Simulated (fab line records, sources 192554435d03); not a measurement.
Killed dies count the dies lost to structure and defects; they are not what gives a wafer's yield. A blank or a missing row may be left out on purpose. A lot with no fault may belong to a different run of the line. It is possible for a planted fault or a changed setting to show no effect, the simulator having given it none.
fab line records	flow n5_finfet
record lots=7	wafers=21
route steps=1938 shown ZERO_LAYER@4 WELL_APT@24 FIN_SAQP@109 DUMMY_GATE@221 SD_EPI_N@267 SDB@361 HKMG_FIN@401
start_h: hours from the record's opening day to when the first of the lot's shown wafers began	wait_h: time in hours since the lot's previous step	" unchanged from the row above	L1.1+2: a single row standing in for several wafers	- value missing, or start not given	* or withheld: withheld	< > ~ a bound
route shown NAME@n: a module of which the file shows steps, and the number in the route of the first	usual: the fault-free wafers' mean and standard deviation	same: alike in all rows	chamber/n: place in a boat	sites: each site's reading	_std_site: the standard deviation of these	_edge_site: mean of outer sites minus mean of inner sites	radius_mm: for every site, how far away it sits from the centre of the wafer	mask NAME#n: copy n	behind: the tool/chamber that last shaped the wafer	hold: reason for holding the lot/hours on hold/outcome of the hold	device: the n, p or np transistor that did not switch	end of line: the tests these same wafers got at the end of their route	a step without rows: its recipe alone	killed: dies lost to structure and defects at the first sort, not the wafer's yield	map: the dies of a wafer, with x for killed, . for not killed, _ for no die there
set.NAME: the run value of the setting; set.NAME@STEP: its run value at that earlier step	model.NAME: the simulator's own value behind a step, which no gauge read
lots where settings were altered on purpose, with a table for each step and a row for each wafer
## steps
# step N5_ZERO_LAYER_PECVD_02
# recipe material=SiO2	target_thk_a=100	temp_c=400	precursor=SiH4/N2O	pressure_torr=0.75	rf_w=275	time_s=6
lot.wafer	tool	chamber	start_h	wait_h	set.time_s	model.SiO2_of_ZERO_LAYER_PECVD_02.thk_nm
L074.2	pecvd-02	0	12.28	0.0	6	9.91
L074.5	"	2	"	"	5.428	8.995
L074.6	"	1	"	"	6	10.14
L082.1	pecvd-02	0	60.29	0.0	6	9.902
L082.3	"	1	"	"	6	10.17
L082.5	"	2	"	"	5.608	9.24
L089.2	pecvd-04	1	102.30	0.0	5.165	8.337
L089.3	"	0	"	"	6	9.981
L089.5	"	2	"	"	6	10.13
L090.3	pecvd-04	0	108.30	0.0	6	9.969
L090.5	"	0	"	"	6.367	10.64
L090.6	"	1	"	"	6	10.03
L093.1	pecvd-04	0	126.29	0.0	6	9.816
L093.4	"	0	"	"	6	10.04
L093.6	"	0	"	"	6.887	11.54
L094.1	pecvd-03	2	132.28	0.0	6	10
L094.3	"	2	"	"	6	9.92
L094.4	"	1	"	"	5.148	8.503
L097.1	pecvd-02	0	150.28	0.0	6	9.888
L097.3	"	1	"	"	6	9.996
L097.4	"	1	"	"	6	9.936
# step N5_ZERO_LAYER_ETCH_18
# recipe chemistry=HBr/Cl2	target=Si	target_depth_a=1200	time_s=40	pressure_mtorr=10	icp_w=800	bias_w=75	HBr_flow_sccm=150	Cl2_flow_sccm=80
lot.wafer	tool	chamber	start_h	wait_h	set.icp_w	model.etch.depth_nm	model.ZERO_LAYER.feature_depth_nm
L074.2	rie_si-03	3	12.79	0.0	800	123.4	123.4
L074.5	"	2	"	"	683.2	107.5	107.5
L074.6	"	3	"	"	800	122.6	122.6
L082.1	rie_si-03	3	60.92	0.0	675.7	114.3	114.3
L082.3	"	2	"	"	800	116.8	116.8
L082.5	"	0	"	"	800	120.5	120.5
L089.2	rie_si-03	1	102.81	0.0	800	122.3	122.3
L089.3	"	2	"	"	800	117	117
L089.5	"	0	"	"	800	119.9	119.9
L090.3	rie_si-05	3	108.80	0.0	668.8	110.6	110.6
L090.5	"	1	"	"	668.8	105.2	105.2
L090.6	"	2	"	"	800	125.6	125.6
L093.1	rie_si-06	0	126.82	0.0	800	123.1	123.1
L093.4	"	1	"	"	800	121.6	121.6
L093.6	"	2	"	"	800	121.2	121.2
L094.1	rie_si-05	3	134.67	0.0	852.3	124.2	124.2
L094.3	"	1	"	"	800	115.6	115.6
L094.4	"	0	"	"	852.3	124	124
L097.1	rie_si-06	0	150.91	0.0	800	122.9	122.9
L097.3	"	3	"	"	800	124.2	124.2
L097.4	"	1	"	"	800	124.6	124.6
# step N5_WELL_APT_EXPOSE_05
# recipe mask_id=NWELL	na=0.8	source_shape=conventional	sigma_outer=0.8	polarization=unpolarized	defocus_nm=0	target_cd_nm=200	dose_mj=20.3
lot.wafer	tool	chamber	start_h	wait_h	mask	set.dose_mj
L074.2+5+6	krf_scanner-02	0	13.54	-	NWELL#0	20.3
L082.1+5	krf_scanner-01	0	61.51	-	NWELL#0	20.3
L082.3	"	0	"	"	NWELL#0	21.8
L089.2+5	krf_scanner-02	0	103.54	-	NWELL#0	21.65
L089.3	"	0	"	"	NWELL#0	20.3
L090.3+5+6	krf_scanner-01	0	109.58	-	NWELL#0	20.3
L093.1+4+6	krf_scanner-01	0	127.58	-	NWELL#0	20.3
L094.1+3+4	krf_scanner-01	0	135.27	-	NWELL#0	20.3
L097.1+3+4	krf_scanner-02	0	151.63	-	NWELL#0	20.3
# step N5_WELL_APT_PEB_06
# recipe peb_temp_c=130	peb_time_s=90
# step N5_WELL_APT_DEVELOP_07
# recipe develop_time_s=45	rinse_liquid=surfactant_rinse	dry=air_spin	dev_temp_c=21
# step N5_WELL_APT_HARDBAKE_12
# recipe temp_c=130	time_s=120
# step N5_WELL_APT_CD_MEAS_08
# recipe target_cd_nm=200	landing_energy_ev=500	detector=se_inlens
# usual cd_nm=200.0/2.3
lot.wafer	tool	chamber	start_h	wait_h	set.dose_mj@WELL_APT_EXPOSE_05	cd_nm
L074.2	cd_sem-02	0	13.70	-	20.3	204.3
L074.5	"	0	"	"	20.3	199.3
L074.6	"	0	"	"	20.3	201.4
L082.1	cd_sem-03	0	61.69	-	20.3	199.9
L082.3	"	0	"	"	21.8	209.6
L082.5	"	0	"	"	20.3	199.2
L089.2	cd_sem-03	0	103.70	-	21.65	209.2
L089.3	"	0	"	"	20.3	200.9
L089.5	"	0	"	"	21.65	214.2
L090.3	cd_sem-01	0	109.74	-	20.3	200.1
L090.5	"	0	"	"	20.3	200.4
L090.6	"	0	"	"	20.3	198.4
L093.1	cd_sem-03	0	127.76	-	20.3	200.0
L093.4	"	0	"	"	20.3	203.2
L093.6	"	0	"	"	20.3	198.5
L094.1	cd_sem-03	0	135.44	-	20.3	200.2
L094.3	"	0	"	"	20.3	199.7
L094.4	"	0	"	"	20.3	199.2
L097.1	cd_sem-03	0	151.81	-	20.3	198.0
L097.3	"	0	"	"	20.3	197.5
L097.4	"	0	"	"	20.3	199.3
# step N5_WELL_APT_DESCUM_13
# recipe chemistry=O2	time_s=7.9	source_power_w=50	bias_power_w=20	pressure_mtorr=20	rf_frequency_hz=2.712e+07	temp_c=40	o2_flow_sccm=225
lot.wafer	tool	chamber	start_h	wait_h	set.dose_mj@WELL_APT_EXPOSE_05	model.WELL_APT.cd_nm
L074.2	rie_diel-03	0	13.79	0.0	20.3	204.8
L074.5	"	0	"	"	20.3	199.2
L074.6	"	1	"	"	20.3	201.8
L082.1	rie_diel-03	0	61.81	0.1	20.3	199.9
L082.3	"	3	"	"	21.8	209.5
L082.5	"	0	"	"	20.3	199.2
L089.2	rie_diel-03	0	103.79	0.0	21.65	209.4
L089.3	"	2	"	"	20.3	200.1
L089.5	"	0	"	"	21.65	213.9
L090.3	rie_diel-03	0	109.83	0.0	20.3	200
L090.5	"	0	"	"	20.3	200.5
L090.6	"	1	"	"	20.3	199.1
L093.1	rie_diel-05	1	128.59	0.8	20.3	199.9
L093.4	"	0	"	"	20.3	203
L093.6	"	1	"	"	20.3	198.3
L094.1	rie_diel-03	3	135.53	0.0	20.3	200.4
L094.3	"	1	"	"	20.3	199.9
L094.4	"	0	"	"	20.3	199.2
L097.1	rie_diel-01	1	151.89	0.0	20.3	197.9
L097.3	"	2	"	"	20.3	197.5
L097.4	"	3	"	"	20.3	199.5
# step N5_FIN_SAQP_PEB_14
# recipe peb_temp_c=withheld	peb_time_s=60	resist=CAR-ArF
lot.wafer	tool	chamber	start_h	wait_h	set.peb_time_s
L074.2+5	litho_track-05	0	21.58	0.0	60
L074.6	"	0	"	"	69.69
L082.1+3+5	litho_track-01	0	72.08	0.1	60
L089.2+3	litho_track-01	0	112.16	0.0	60
L089.5	"	0	"	"	69.38
L090.3+5+6	litho_track-01	0	118.83	0.0	60
L093.1	litho_track-03	0	137.05	0.1	51.07
L093.4+6	"	0	"	"	60
L094.1+3+4	litho_track-01	0	143.75	0.1	60
L097.1+3+4	litho_track-05	0	160.00	0.1	60
# step N5_FIN_SAQP_DEVELOP_15
# recipe develop_time_s=30	developer=TMAH	resist=CAR-ArF	dev_temp_c=23	rinse_liquid=diw	dry=air_spin
# step N5_FIN_SAQP_CD_MEAS_16
# recipe target_cd_nm=35.6	landing_energy_ev=500	detector=se_inlens
# usual cd_nm=35.5/0.44
lot.wafer	tool	chamber	start_h	wait_h	set.peb_time_s@FIN_SAQP_PEB_14	cd_nm
L074.2	cd_sem-01	0	21.65	-	60	35.2
L074.5	"	0	"	"	60	35.7
L074.6	"	0	"	"	69.69	33.4
L082.1	cd_sem-02	0	72.15	-	60	35.8
L082.3	"	0	"	"	60	35.7
L082.5	"	0	"	"	60	35.7
L089.2	cd_sem-01	0	112.23	-	60	35.8
L089.3	"	0	"	"	60	36.3
L089.5	"	0	"	"	69.38	33.5
L090.3	cd_sem-01	0	118.90	-	60	35.8
L090.5	"	0	"	"	60	36.0
L090.6	"	0	"	"	60	35.5
L093.1	cd_sem-03	0	137.12	-	51.07	37.5
L093.4	"	0	"	"	60	35.4
L093.6	"	0	"	"	60	35.6
L094.1	cd_sem-02	0	143.82	-	60	35.5
L094.3	"	0	"	"	60	35.4
L094.4	"	0	"	"	60	36.0
L097.1	cd_sem-02	0	160.07	-	60	35.3
L097.3	"	0	"	"	60	35.7
L097.4	"	0	"	"	60	34.7
# step N5_DUMMY_GATE_PECVD_30
# recipe material=SiO2	target_thk_a=550	temp_c=400	precursor=TEOS/O2	pressure_torr=6.5	rf_w=withheld	teos_flow_sccm=withheld	gas=O2	flow_sccm=2650	time_s=10.8
lot.wafer	tool	chamber	start_h	wait_h	set.time_s	model.SiO2_of_DUMMY_GATE_PECVD_30.thk_nm
L074.2	pecvd-03	1	46.98	0.0	10.8	53.8
L074.5	"	2	"	"	10.8	56.2
L074.6	"	0	"	"	10.2	51.8
L082.1	pecvd-01	2	95.65	0.0	12.04	59.8
L082.3	"	2	"	"	10.8	54.6
L082.5	"	2	"	"	12.04	60.4
L089.2	pecvd-02	1	135.60	0.0	10.8	53.8
L089.3	"	2	"	"	10.8	53.4
L089.5	"	2	"	"	10.8	53.6
L090.3	pecvd-01	1	143.48	0.0	11.86	59.6
L090.5	"	1	"	"	10.8	56
L090.6	"	2	"	"	10.8	55
L093.1	pecvd-03	0	160.47	0.0	10.8	54.4
L093.4	"	1	"	"	10.8	55.2
L093.6	"	0	"	"	10.8	54.6
L094.1	pecvd-01	1	168.03	0.0	9.238	48.2
L094.3	"	0	"	"	10.8	56
L094.4	"	1	"	"	9.238	48.6
L097.1	pecvd-02	2	185.50	0.0	10.8	53
L097.3	"	1	"	"	10.8	54.6
L097.4	"	2	"	"	10.8	53.8
# step N5_DUMMY_GATE_COAT_34
# recipe resist=SOC	temp_c=250	time_s=60	spin_rpm=1500	resist_thk_nm=60
# step N5_DUMMY_GATE_COAT_35
# recipe resist=SiARC	temp_c=220	time_s=60	spin_rpm=1500	resist_thk_nm=10
# step N5_DUMMY_GATE_ETCH_31
# recipe chemistry=C4F6/O2	target=SiO2	mask_material=SOC	target_depth_a=825	time_s=27.5	ion_energy_ev=250	pressure_mtorr=30	source_w=345	bias_w=185	Ar_flow_sccm=300	C4F6_flow_sccm=10	O2_flow_sccm=10
# step N5_DUMMY_GATE_STRIP_41
# recipe chemistry=O2	power_w=400	temp_c=40	pressure_mtorr=30	rf_frequency_hz=6e+07	bias_power_w=0	overash_fraction=0.3	o2_flow_sccm=225
# step N5_DUMMY_GATE_HM_OPEN_21
# recipe chemistry=CH3F/O2	target=SiNx	target_depth_a=1200	Ar_flow_sccm=150	CH3F_flow_sccm=30	O2_flow_sccm=23	time_s=171.4	pressure_mtorr=30	source_w=395	bias_w=73	ion_energy_ev=120.7
lot.wafer	tool	chamber	start_h	wait_h	set.time_s@DUMMY_GATE_PECVD_30	model.SiO2_of_DUMMY_GATE_PECVD_30.thk_nm
L074.2	rie_diel-04	1	47.94	0.0	10.8	44
L074.5	"	3	"	"	10.8	46.4
L074.6	"	0	"	"	10.2	42
L082.1	rie_diel-02	2	96.63	0.0	12.04	49.8
L082.3	"	1	"	"	10.8	44.2
L082.5	"	3	"	"	12.04	50.4
L089.2	rie_diel-04	2	136.92	0.0	10.8	44.2
L089.3	"	0	"	"	10.8	43.4
L089.5	"	3	"	"	10.8	43.8
L090.3	rie_diel-06	1	144.75	0.0	11.86	49.2
L090.5	"	0	"	"	10.8	45.8
L090.6	"	1	"	"	10.8	44.4
L093.1+6	rie_diel-06	1	163.27	0.0	10.8	44
L093.4	"	3	"	"	10.8	45
L094.1	rie_diel-04	2	169.08	0.0	9.238	38.4
L094.3	"	0	"	"	10.8	46
L094.4	"	3	"	"	9.238	38.6
L097.1	rie_diel-04	0	186.46	0.0	10.8	43
L097.3	"	1	"	"	10.8	44.8
L097.4	"	3	"	"	10.8	44
# step N5_DUMMY_GATE_ETCH_32
# recipe chemistry=CF4	target=SiO2	target_depth_a=35	time_s=3.9	ion_energy_ev=350	pressure_mtorr=10	icp_w=800	bias_w=400	cf4_flow_sccm=80
# step N5_DUMMY_GATE_ETCH_23
# recipe chemistry=HBr/Cl2/O2	HBr_flow_sccm=150	Cl2_flow_sccm=80	O2_flow_sccm=12	bias_w=102	target_depth_a=410	time_s=22.3	target=poly-Si	mask_material=SiO2	pressure_mtorr=10	icp_w=800
# step N5_DUMMY_GATE_ETCH_44
# recipe chemistry=HBr/O2	over_etch_frac=0.7	target_depth_a=1275	stop_on=SiO2	ion_energy_ev=60	bias_w=20	target=poly-Si	mask_material=SiO2	pressure_mtorr=20	icp_w=400	HBr_flow_sccm=120	O2_flow_sccm=10
lot.wafer	tool	chamber	start_h	wait_h	set.time_s@DUMMY_GATE_PECVD_30	model.SiO2_of_DUMMY_GATE_PECVD_30.thk_nm
L074.2	rie_si-01	0	48.19	0.0	10.8	37.2
L074.5	"	3	"	"	10.8	39
L074.6	"	2	"	"	10.2	35.2
L082.1	rie_si-04	1	96.88	0.0	12.04	42.6
L082.3	"	0	"	"	10.8	37.2
L082.5	"	2	"	"	12.04	43.4
L089.2+5	rie_si-01	3,0	137.17	0.0	10.8	37
L089.3	"	0	"	"	10.8	36.8
L090.3	rie_si-02	0	145.00	0.0	11.86	42.2
L090.5	"	0	"	"	10.8	38.8
L090.6	"	3	"	"	10.8	37
L093.1	rie_si-04	2	163.52	0.0	10.8	36.8
L093.4	"	3	"	"	10.8	38.2
L093.6	"	0	"	"	10.8	37
L094.1+4	rie_si-02	0,3	169.33	0.0	9.238	31.2
L094.3	"	1	"	"	10.8	39
L097.1	rie_si-01	0	186.71	0.0	10.8	36.2
L097.3	"	2	"	"	10.8	38
L097.4	"	1	"	"	10.8	36.6
# step N5_SD_EPI_N_EXPOSE_06
# recipe mask_id=SD_N_BLK	na=1.35	source_shape=conventional	sigma_outer=0.8	polarization=unpolarized	target_cd_nm=120	dose_mj=39.75
lot.wafer	tool	chamber	start_h	wait_h	mask	set.dose_mj
L074.2+6	arfi_scanner-02	0	49.38	-	SD_N_BLK#0	39.75
L074.5	"	0	"	"	SD_N_BLK#0	42.22
L082.1+3+5	arfi_scanner-03	0	98.25	-	SD_N_BLK#0	39.75
L089.2+5	arfi_scanner-03	0	138.53	-	SD_N_BLK#0	39.75
L089.3	"	0	"	"	SD_N_BLK#0	41.9
L090.3	arfi_scanner-03	0	146.57	-	SD_N_BLK#0	42.25
L090.5+6	"	0	"	"	SD_N_BLK#0	39.75
L093.1+4+6	arfi_scanner-01	0	165.66	-	SD_N_BLK#0	42.71
L094.1+3+4	arfi_scanner-01	0	170.48	-	SD_N_BLK#0	39.75
L097.1+3+4	arfi_scanner-02	0	188.65	-	SD_N_BLK#0	39.75
# step N5_SD_EPI_N_PEB_07
# recipe peb_temp_c=110	peb_time_s=60	resist=CAR-ArF-block
# step N5_SD_EPI_N_DEVELOP_08
# recipe develop_time_s=30	developer=TMAH	resist=CAR-ArF-block	dev_temp_c=23	rinse_liquid=diw	dry=air_spin
# step N5_SD_EPI_N_CD_MEAS_09
# recipe target_cd_nm=120	landing_energy_ev=500	detector=se_inlens
# usual cd_nm=120.1/0.82
lot.wafer	tool	chamber	start_h	wait_h	set.dose_mj@SD_EPI_N_EXPOSE_06	cd_nm
L074.2	cd_sem-01	0	49.50	-	39.75	120.0
L074.5	"	0	"	"	42.22	123.9
L074.6	"	0	"	"	39.75	118.9
L082.1	cd_sem-03	0	98.37	-	39.75	121.3
L082.3	"	0	"	"	39.75	120.6
L082.5	"	0	"	"	39.75	120.4
L089.2	cd_sem-02	0	138.65	-	39.75	120.1
L089.3	"	0	"	"	41.9	124.4
L089.5	"	0	"	"	39.75	120.2
L090.3	cd_sem-02	0	146.68	-	42.25	123.7
L090.5	"	0	"	"	39.75	119.2
L090.6	"	0	"	"	39.75	118.9
L093.1	cd_sem-03	0	165.78	-	42.71	125.8
L093.4	"	0	"	"	42.71	122.7
L093.6	"	0	"	"	42.71	124.2
L094.1	cd_sem-02	0	170.60	-	39.75	120.7
L094.3	"	0	"	"	39.75	119.5
L094.4	"	0	"	"	39.75	119.9
L097.1	cd_sem-01	0	188.77	-	39.75	119.9
L097.3	"	0	"	"	39.75	119.8
L097.4	"	0	"	"	39.75	119.7
# step N5_SD_EPI_N_DESCUM_14
# recipe chemistry=O2	time_s=7.9	source_power_w=50	bias_power_w=20	pressure_mtorr=20	rf_frequency_hz=2.712e+07	temp_c=40	resist=CAR-ArF-block	o2_flow_sccm=225
lot.wafer	tool	chamber	start_h	wait_h	set.time_s	set.dose_mj@SD_EPI_N_EXPOSE_06	model.SD_EPI_N.cd_nm
L074.2	rie_diel-05	1	49.86	0.3	7.323	39.75	120
L074.5	"	1	"	"	7.323	42.22	124.2
L074.6	"	2	"	"	7.9	39.75	119.4
L082.1	rie_diel-05	0	98.46	0.0	7.9	39.75	120.6
L082.3	"	3	"	"	7.9	39.75	120.2
L082.5	"	2	"	"	7.9	39.75	120.8
L089.2+5	rie_diel-01	0	138.82	0.1	7.9	39.75	120.2
L089.3	"	2	"	"	8.995	41.9	124.2
L090.3	rie_diel-01	2	146.77	0.0	9.543	42.25	123.6
L090.5	"	1	"	"	7.9	39.75	119.4
L090.6	"	3	"	"	7.9	39.75	118.6
L093.1	rie_diel-01	3	165.87	0.0	9.601	42.71	125.8
L093.4	"	3	"	"	9.601	42.71	122.8
L093.6	"	1	"	"	7.9	42.71	124.6
L094.1+4	rie_diel-03	3,2	170.69	0.0	7.9	39.75	120.2
L094.3	"	0	"	"	7.9	39.75	120
L097.1	rie_diel-01	0	188.86	0.0	7.9	39.75	120.2
L097.3	"	3	"	"	7.9	39.75	120
L097.4	"	2	"	"	7.9	39.75	119.4
# step N5_SDB_ETCH_18
# recipe chemistry=N2/H2	target=SOC	target_depth_a=1000	overetch_a=200	mask_material=SiARC	temp_c=40	time_s=150	ion_energy_ev=200	pressure_mtorr=30	source_w=840	bias_w=150	n2_flow_sccm=200	h2_flow_sccm=200
# usual rf_vpp_V=524.3/2.8
lot.wafer	tool	chamber	start_h	wait_h	set.source_w	rf_vpp_V
L074.2	rie_diel-05	3	65.98	0.0	840	522.5
L074.5	"	3	"	"	790.6	533.4
L074.6	"	1	"	"	790.6	533.8
L082.1	rie_diel-05	2	115.12	0.0	840	524.0
L082.3	"	1	"	"	840	522.4
L082.5	"	0	"	"	840	525.9
L089.2	rie_diel-03	0	156.11	0.0	840	519.6
L089.3	"	2	"	"	840	528.3
L089.5	"	1	"	"	953.6	498.7
L090.3	rie_diel-01	0	163.59	0.0	840	526.2
L090.5	"	0	"	"	840	526.1
L090.6	"	1	"	"	840	526.2
L093.1	rie_diel-03	3	182.32	0.0	840	527.3
L093.4	"	1	"	"	980.7	500.0
L093.6	"	3	"	"	980.7	500.8
L094.1	rie_diel-05	1	188.93	0.0	840	520.3
L094.3	"	3	"	"	840	521.6
L094.4	"	2	"	"	840	521.8
L097.1	rie_diel-01	3	209.62	0.0	840	526.3
L097.3	"	0	"	"	840	525.8
L097.4	"	1	"	"	840	526.3
# step N5_SDB_STRIP_22
# recipe chemistry=N2/H2	power_w=1000	temp_c=250	h2_frac=0.65	overash_fraction=0.3	pressure_mtorr=withheld	n2_flow_sccm=1750	h2_flow_sccm=3250
# usual oes_product_au=0.715/0.0047	strip_time_to_endpoint_s=96.3/0.42
lot.wafer	tool	chamber	start_h	wait_h	set.power_w	oes_product_au	strip_time_to_endpoint_s
L074.2	plasma_asher-01	1	66.22	0.1	1000	0.714	96.1
L074.5	"	1	"	"	927	0.706	99.8
L074.6	"	0	"	"	1000	0.705	96.1
L082.1	plasma_asher-01	1	115.38	0.1	1128	0.732	91.6
L082.3	"	1	"	"	1128	0.739	91.5
L082.5	"	1	"	"	1000	0.717	96.3
L089.2	plasma_asher-02	0	156.35	0.1	1000	0.715	96.6
L089.3	"	0	"	"	918.5	0.692	99.1
L089.5	"	0	"	"	918.5	0.697	100.0
L090.3	plasma_asher-01	1	163.87	0.1	1000	0.717	96.4
L090.5	"	1	"	"	1000	0.719	96.4
L090.6	"	0	"	"	1000	0.703	96.5
L093.1	plasma_asher-02	0	182.56	0.1	839.1	0.680	105.1
L093.4	"	0	"	"	839.1	0.674	103.6
L093.6	"	0	"	"	1000	0.711	97.3
L094.1	plasma_asher-02	0	189.19	0.1	1077	0.730	92.9
L094.3	"	0	"	"	1000	0.715	96.3
L094.4	"	1	"	"	1000	0.714	96.8
L097.1	plasma_asher-02	0	209.86	0.1	1000	0.709	96.4
L097.3	"	1	"	"	1000	0.712	96.2
L097.4	"	0	"	"	1000	0.705	96.5
# step N5_HKMG_FIN_DESCUM_53
# recipe chemistry=O2	time_s=7.9	source_power_w=50	bias_power_w=20	pressure_mtorr=20	rf_frequency_hz=2.712e+07	temp_c=40	resist=CAR-ArF	o2_flow_sccm=225
lot.wafer	tool	chamber	start_h	wait_h	set.time_s
L074.2+5+6	rie_diel-01	3,2,3	72.03	0.3	7.9
L082.1+5	rie_diel-05	1,3	121.16	0.2	7.274
L082.3	"	2	"	"	7.9
L089.2+5	rie_diel-05	1,3	161.90	0.2	7.9
L089.3	"	3	"	"	8.424
L090.3+6	rie_diel-05	0	170.08	0.1	9.333
L090.5	"	1	"	"	7.9
L093.1+4+6	rie_diel-03	0,1,2	187.95	0.0	8.454
L094.1+4	rie_diel-05	0,2	195.45	0.1	7.9
L094.3	"	1	"	"	7.178
L097.1+3+4	rie_diel-05	3,1,2	215.02	0.0	7.9
## key
split step=N5_ZERO_LAYER_PECVD_02	setting=time_s	stated=6	by=wafer
response step=N5_ZERO_LAYER_PECVD_02	reading=model.SiO2_of_ZERO_LAYER_PECVD_02.thk_nm	change=+0.111	per=1%	r=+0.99
split step=N5_ZERO_LAYER_ETCH_18	setting=icp_w	stated=800	by=wafer
response step=N5_ZERO_LAYER_ETCH_18	reading=model.etch.depth_nm	change=+0.834	per=1%	r=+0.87
response step=N5_ZERO_LAYER_ETCH_18	reading=model.ZERO_LAYER.feature_depth_nm	change=+0.834	per=1%	r=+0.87
split step=N5_WELL_APT_EXPOSE_05	setting=dose_mj	stated=20.3	by=wafer
response step=N5_WELL_APT_CD_MEAS_08	reading=cd_nm	change=+1.48	per=1%	r=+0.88
response step=N5_WELL_APT_DESCUM_13	reading=model.WELL_APT.cd_nm	change=+1.52	per=1%	r=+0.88
split step=N5_FIN_SAQP_PEB_14	setting=peb_time_s	stated=60	by=wafer
response step=N5_FIN_SAQP_CD_MEAS_16	reading=cd_nm	change=-0.143	per=1%	r=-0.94
split step=N5_DUMMY_GATE_PECVD_30	setting=time_s	stated=10.8	by=wafer
response step=N5_DUMMY_GATE_PECVD_30	reading=model.SiO2_of_DUMMY_GATE_PECVD_30.thk_nm	change=+0.494	per=1%	r=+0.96
response step=N5_DUMMY_GATE_HM_OPEN_21	reading=model.SiO2_of_DUMMY_GATE_PECVD_30.thk_nm	change=+0.5	per=1%	r=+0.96
response step=N5_DUMMY_GATE_ETCH_44	reading=model.SiO2_of_DUMMY_GATE_PECVD_30.thk_nm	change=+0.508	per=1%	r=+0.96
split step=N5_SD_EPI_N_EXPOSE_06	setting=dose_mj	stated=39.75	by=wafer
response step=N5_SD_EPI_N_CD_MEAS_09	reading=cd_nm	change=+0.739	per=1%	r=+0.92
response step=N5_SD_EPI_N_DESCUM_14	reading=model.SD_EPI_N.cd_nm	change=+0.731	per=1%	r=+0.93
split step=N5_SD_EPI_N_DESCUM_14	setting=time_s	stated=7.9	by=wafer
response none clear
split step=N5_SDB_ETCH_18	setting=source_w	stated=840	by=wafer
response step=N5_SDB_ETCH_18	reading=rf_vpp_V	change=-1.72	per=1%	r=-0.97
split step=N5_SDB_STRIP_22	setting=power_w	stated=1000	by=wafer
response step=N5_SDB_STRIP_22	reading=oes_product_au	change=+0.00182	per=1%	r=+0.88
response step=N5_SDB_STRIP_22	reading=strip_time_to_endpoint_s	change=*	per=1%	r=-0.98
split step=N5_HKMG_FIN_DESCUM_53	setting=time_s	stated=7.9	by=wafer
response none in this file
